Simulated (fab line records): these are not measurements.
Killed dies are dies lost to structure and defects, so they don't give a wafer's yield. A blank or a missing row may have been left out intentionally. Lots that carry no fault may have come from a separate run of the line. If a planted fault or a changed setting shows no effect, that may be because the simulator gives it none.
The tool behind it: which one? | flow nand_harc | 18 wafers from 6 lots sampled at 2 of the route's 1159 steps

## WHAT THE GAUGES SHOWED, per wafer
NHARC_P_M1_INSPECT_11.
lot  | measured     | on                | raw_defect_count
L656 | day 6 08:20  | defect_inspect-02 | 3 2 7
L660 | day 7 11:17  | defect_inspect-01 | 6 2 6
L662 | day 7 22:44  | defect_inspect-01 | 3 4 5
L666 | day 9 06:37  | defect_inspect-01 | 5 4 3
L671 | day 10 05:04 | defect_inspect-02 | 5 276 312
L674 | day 11 00:32 | defect_inspect-02 | 2 4 3

## TOOL THAT RAN EACH LOT (tool first, then ch and the chambers of the sampled wafers, then the start)
lot  | NHARC_P_M0_PRE_CLEAN_31
L656 | pecvd-01 ch 1,2, day 6 06:55
L660 | pecvd-03 ch 0,1,2, day 7 09:52
L662 | pecvd-03 ch 0,1,2, day 7 21:17
L666 | pecvd-02 ch 1,2, day 9 05:19
L671 | pecvd-02 ch 1,2, day 10 03:37
L674 | pecvd-03 ch 0,1,2, day 10 22:56
- NHARC_P_M0_PRE_CLEAN_31: time 12 s.

## THE ANSWER, worked out from the rows above alone
Rule: what is usual is taken from the lots themselves. The widest of any qualifying gaps counts: lots, ordered by their means at a reading, are off when they make up no more than a third of the lots, leave a main group of 4 or more, and stand apart from it by 3 or more times the standard deviation of that group's means. Not used: any main group whose means are identical at the precision the tables above print for the reading. Also off: a lot with no number at a reading for which 4 or more lots have one. Any other lot the step has rows for is counted as sound.
Off: L671, at NHARC_P_M1_INSPECT_11 (raw_defect_count). For the main group the mean is 3.9 and the standard deviation 0.53.
A tool fits if, at a process step before that reading, it ran every lot that is off, and no sound lot after the first of them. The gauges at NHARC_P_M1_INSPECT_11 are tried like those tools. One fits: NHARC_P_M0_PRE_CLEAN_31 on pecvd-02. A fault onset in the window from L666 (day 9 05:19, its last sound lot) to L671 (day 10 03:37, its first lot off) fits.

## WHAT WAS PUT IN BY THE SIMULATOR
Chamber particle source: pecvd-02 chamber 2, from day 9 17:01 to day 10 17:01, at NHARC_P_M0_PRE_CLEAN_31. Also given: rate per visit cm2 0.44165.
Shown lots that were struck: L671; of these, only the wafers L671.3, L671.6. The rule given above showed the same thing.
